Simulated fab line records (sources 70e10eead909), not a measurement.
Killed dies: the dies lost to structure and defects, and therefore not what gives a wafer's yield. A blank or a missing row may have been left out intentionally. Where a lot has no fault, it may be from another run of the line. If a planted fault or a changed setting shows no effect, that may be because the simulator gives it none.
Matching of chambers || flow nandHarc || 3 sister chambers for NHARC_A_M0_PRE_CLEAN_31 on pecvd-04
The step time 12 s. 18 wafers are shown with their chamber, then 9 later ones without.

## WAFERS PAIRED WITH THEIR CHAMBERS
{"wafer": "L078.1", "chamber": 2, "heaterPowerOuterW (W)": 357, "heaterPowerW (W)": 615, "susceptorTempC (C)": 370.27}
{"wafer": "L078.4", "chamber": 0, "heaterPowerOuterW (W)": 399, "heaterPowerW (W)": 662, "susceptorTempC (C)": 370.05}
{"wafer": "L078.6", "chamber": 1, "heaterPowerOuterW (W)": 279, "heaterPowerW (W)": 525, "susceptorTempC (C)": 370.20}
{"wafer": "L077.3", "chamber": 2, "heaterPowerOuterW (W)": 356, "heaterPowerW (W)": 603, "susceptorTempC (C)": 369.71}
{"wafer": "L077.4", "chamber": 1, "heaterPowerOuterW (W)": 302, "heaterPowerW (W)": 539, "susceptorTempC (C)": 369.78}
{"wafer": "L077.5", "chamber": 0, "heaterPowerOuterW (W)": 399, "heaterPowerW (W)": 673, "susceptorTempC (C)": 370.02}
{"wafer": "L080.1", "chamber": 0, "heaterPowerOuterW (W)": 418, "heaterPowerW (W)": 717, "susceptorTempC (C)": 370.16}
{"wafer": "L080.3", "chamber": 2, "heaterPowerOuterW (W)": 280, "heaterPowerW (W)": 515, "susceptorTempC (C)": 369.58}
{"wafer": "L080.5", "chamber": 1, "heaterPowerOuterW (W)": 228, "heaterPowerW (W)": 440, "susceptorTempC (C)": 370.00}
{"wafer": "L083.1", "chamber": 0, "heaterPowerOuterW (W)": 394, "heaterPowerW (W)": 679, "susceptorTempC (C)": 370.36}
{"wafer": "L083.2", "chamber": 1, "heaterPowerOuterW (W)": 243, "heaterPowerW (W)": 447, "susceptorTempC (C)": 370.08}
{"wafer": "L083.6", "chamber": 1, "heaterPowerOuterW (W)": 231, "heaterPowerW (W)": 446, "susceptorTempC (C)": 369.87}
{"wafer": "L084.1", "chamber": 1, "heaterPowerOuterW (W)": 291, "heaterPowerW (W)": 520, "susceptorTempC (C)": 370.11}
{"wafer": "L084.2", "chamber": 0, "heaterPowerOuterW (W)": 406, "heaterPowerW (W)": 675, "susceptorTempC (C)": 370.04}
{"wafer": "L084.4", "chamber": 1, "heaterPowerOuterW (W)": 292, "heaterPowerW (W)": 514, "susceptorTempC (C)": 369.98}
{"wafer": "L086.2", "chamber": 0, "heaterPowerOuterW (W)": 409, "heaterPowerW (W)": 707, "susceptorTempC (C)": 370.14}
{"wafer": "L086.3", "chamber": 2, "heaterPowerOuterW (W)": 359, "heaterPowerW (W)": 647, "susceptorTempC (C)": 369.98}
{"wafer": "L086.6", "chamber": 0, "heaterPowerOuterW (W)": 402, "heaterPowerW (W)": 697, "susceptorTempC (C)": 369.68}

SIGNATURES (averages over the wafers above)
{"reading": "heaterPowerOuterW", "chamber 0": 403.86, "chamber 1": 266.57, "chamber 2": 338.00, "scatter within a chamber": 26.9}
{"reading": "heaterPowerW", "chamber 0": 687.14, "chamber 1": 490.14, "chamber 2": 595.00, "scatter within a chamber": 39.5}
{"reading": "susceptorTempC", "chamber 0": 370.0643, "chamber 1": 370.0029, "chamber 2": 369.8850, "scatter within a chamber": 0.209}
Rule: a wafer's distance from a chamber is the root of the sum, over the readings, of the square of ((its reading less the chamber's mean) divided by the reading's scatter). The wafer belongs to the nearest chamber; if the next one is less than 2 further off, it can't be placed. The scatter is the square root of a quotient: the sum, over the shown wafers, of each reading's squared deviation from its chamber's mean, divided by wafers minus chambers.

## WAFERS WITH NO CHAMBER GIVEN
{"wafer": "L092.3", "heaterPowerOuterW (W)": 350, "heaterPowerW (W)": 628, "susceptorTempC (C)": 370.19}
{"wafer": "L092.5", "heaterPowerOuterW (W)": 422, "heaterPowerW (W)": 714, "susceptorTempC (C)": 370.23}
{"wafer": "L092.6", "heaterPowerOuterW (W)": 353, "heaterPowerW (W)": 617, "susceptorTempC (C)": 369.92}
{"wafer": "L094.4", "heaterPowerOuterW (W)": 447, "heaterPowerW (W)": 745, "susceptorTempC (C)": 370.17}
{"wafer": "L094.5", "heaterPowerOuterW (W)": 370, "heaterPowerW (W)": 637, "susceptorTempC (C)": 370.10}
{"wafer": "L094.6", "heaterPowerOuterW (W)": 266, "heaterPowerW (W)": 492, "susceptorTempC (C)": 369.85}
{"wafer": "L095.2", "heaterPowerOuterW (W)": 440, "heaterPowerW (W)": 755, "susceptorTempC (C)": 369.98}
{"wafer": "L095.4", "heaterPowerOuterW (W)": 441, "heaterPowerW (W)": 746, "susceptorTempC (C)": 370.17}
{"wafer": "L095.5", "heaterPowerOuterW (W)": 244, "heaterPowerW (W)": 474, "susceptorTempC (C)": 370.08}

## EACH ONE'S CHAMBER
{"wafer": "L092.3", "from the rows above": "can't be placed: 2 or 0", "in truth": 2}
{"wafer": "L092.5", "from the rows above": 0, "in truth": 0}
{"wafer": "L092.6", "from the rows above": "can't be placed: 2 or 0", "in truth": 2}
{"wafer": "L094.4", "from the rows above": 0, "in truth": 0}
{"wafer": "L094.5", "from the rows above": "can't be placed: 0 or 2", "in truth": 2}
{"wafer": "L094.6", "from the rows above": 1, "in truth": 1}
{"wafer": "L095.2", "from the rows above": 0, "in truth": 0}
{"wafer": "L095.4", "from the rows above": 0, "in truth": 0}
{"wafer": "L095.5", "from the rows above": 1, "in truth": 1}
Correct placement for 6 of the 9. Cannot be placed on the basis of these rows: 3; the candidates contain the true chamber in 3. Placed wrongly: 0.
